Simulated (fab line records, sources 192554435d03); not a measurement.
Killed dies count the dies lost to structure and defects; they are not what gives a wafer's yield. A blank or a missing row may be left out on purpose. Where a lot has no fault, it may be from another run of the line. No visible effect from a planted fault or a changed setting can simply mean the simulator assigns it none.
Split-lot experiment + flow n5 finfet + 21 wafers read from 7 lots, route of 1938 steps

THE SPLIT
At N5_BEOL_M7_EXPOSE_25 (exposes mask V6, target cd 40 nm), the setting dose mj was moved away from the recipe's 42.5 on 9 of the 21 wafers read, by -6.0% to +3.0%. The other wafers ran this setting at the recipe's value.

FROM THE SPLIT TO THE READING: what the file shows between them, 2 steps
- N5_BEOL_M7_PEB_26: peb time 60 s
- N5_BEOL_M7_DEVELOP_27: develop time 30 s

THE READING
At N5_BEOL_M7_CD_MEAS_28: cd nm in nanometres, against a target cd of 40 nm. Typical for fault-free wafers on this fab line: 39.99 nm, with standard deviation 0.21 nm.

| wafer  | tool, chamber at the split | dose mj as run | against the recipe | cd nm, nm | against lot-mates on the recipe |
|--------|----------------------------|----------------|--------------------|-----------|---------------------------------|
| L081.1 | euv scanner-02, 0          | 42.5           | recipe             | 39.98     | -                               |
| L081.2 | euv scanner-02, 0          | 41.29          | -2.8%              | 39.18     | -0.80                           |
| L081.4 | euv scanner-02, 0          | 41.29          | -2.8%              | 39.52     | -0.46                           |
| L083.1 | euv scanner-02, 0          | 42.5           | recipe             | 40.49     | -                               |
| L083.2 | euv scanner-02, 0          | 42.5           | recipe             | 39.98     | -                               |
| L083.5 | euv scanner-02, 0          | 42.5           | recipe             | 40.06     | -                               |
| L084.1 | euv scanner-02, 0          | 42.5           | recipe             | 40.09     | -                               |
| L084.5 | euv scanner-02, 0          | 42.5           | recipe             | 40.32     | -                               |
| L084.6 | euv scanner-02, 0          | 42.5           | recipe             | 40.17     | -                               |
| L086.2 | euv scanner-02, 0          | 42.5           | recipe             | 40.23     | -                               |
| L086.3 | euv scanner-02, 0          | 42.5           | recipe             | 39.72     | -                               |
| L086.4 | euv scanner-02, 0          | 42.5           | recipe             | 39.92     | -                               |
| L088.1 | euv scanner-01, 0          | 42.5           | recipe             | 40.29     | -                               |
| L088.3 | euv scanner-01, 0          | 43.77          | +3.0%              | 40.52     | +0.23                           |
| L088.6 | euv scanner-01, 0          | 43.77          | +3.0%              | 40.61     | +0.32                           |
| L093.1 | euv scanner-02, 0          | 39.95          | -6.0%              | 38.57     | -1.21                           |
| L093.3 | euv scanner-02, 0          | 42.5           | recipe             | 39.78     | -                               |
| L093.5 | euv scanner-02, 0          | 39.95          | -6.0%              | 38.34     | -1.44                           |
| L091.4 | euv scanner-02, 0          | 43.6           | +2.6%              | 40.40     | no lot-mate on the recipe       |
| L091.5 | euv scanner-02, 0          | 43.6           | +2.6%              | 40.22     | no lot-mate on the recipe       |
| L091.6 | euv scanner-02, 0          | 43.6           | +2.6%              | 40.36     | no lot-mate on the recipe       |

THE FIT
A straight line over all 21 wafers: cd nm changes by +0.223 nm for each +1% of dose mj; r = +0.92; the points scatter about the line by 0.23 nm.
The same after taking each lot's own level away (the mean of its wafers on the recipe; 18 wafers): +0.192 nm for each +1%; r = +0.93; scatter 0.19 nm.
Per that fit: largest dose mj move, reading shift of 1.2 nm.
From 39.780 to 40.290 nm: that is the span of the lots' own levels, equal to 2.4 times the standard deviation above.
Thus the slope moves with the lot-to-lot level: the two fits are different.
Check: -1.22 nm against its lot-mates is what the line predicts for one of the wafers moved furthest among these (-6.0%) when that wafer is left out of the fit. It came out at -1.21 nm against them.

OTHER SPLITS APPLIED TO THESE WAFERS
Note: prior to the reading, these wafers also went through further splits. Each is held against what the fit with the lots' levels taken away leaves over:
| other split on the same wafers     | wafers away from the commonest value | r with cd nm (lot level and that fit taken away) |
|------------------------------------|--------------------------------------|--------------------------------------------------|
| N5_BEOL_M6_TRENCH_ETCH_37 source w | 5                                    | +0.38                                            |

THE WHOLE CHAIN: every reading that the file lists as answering this split, in the file's order
| step                  | what it does                                                | reading                                                        | change (the file's fit)               | r (the file's) |
|-----------------------|-------------------------------------------------------------|----------------------------------------------------------------|---------------------------------------|----------------|
| N5_BEOL_M7_CD_MEAS_28 | target cd 40 nm                                             | cd nm                                                          | +0.198 nm for each +1% of the setting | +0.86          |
| N5_BEOL_M7_DESCUM_33  | chemistry O2, time 7 s                                      | BEOL_M7.cd nm (the simulator's own value, which no gauge read) | +0.197 nm for each +1% of the setting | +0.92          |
| N5_BEOL_M7_ETCH_72    | etches underlayer in N2/H2, target depth 6.5 nm, time 5.2 s | BEOL_M7.cd nm (the simulator's own value, which no gauge read) | +0.186 nm for each +1% of the setting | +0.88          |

THE FILE'S OWN FIT
cd nm changes by +0.198 nm for each +1% of dose mj, r = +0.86.
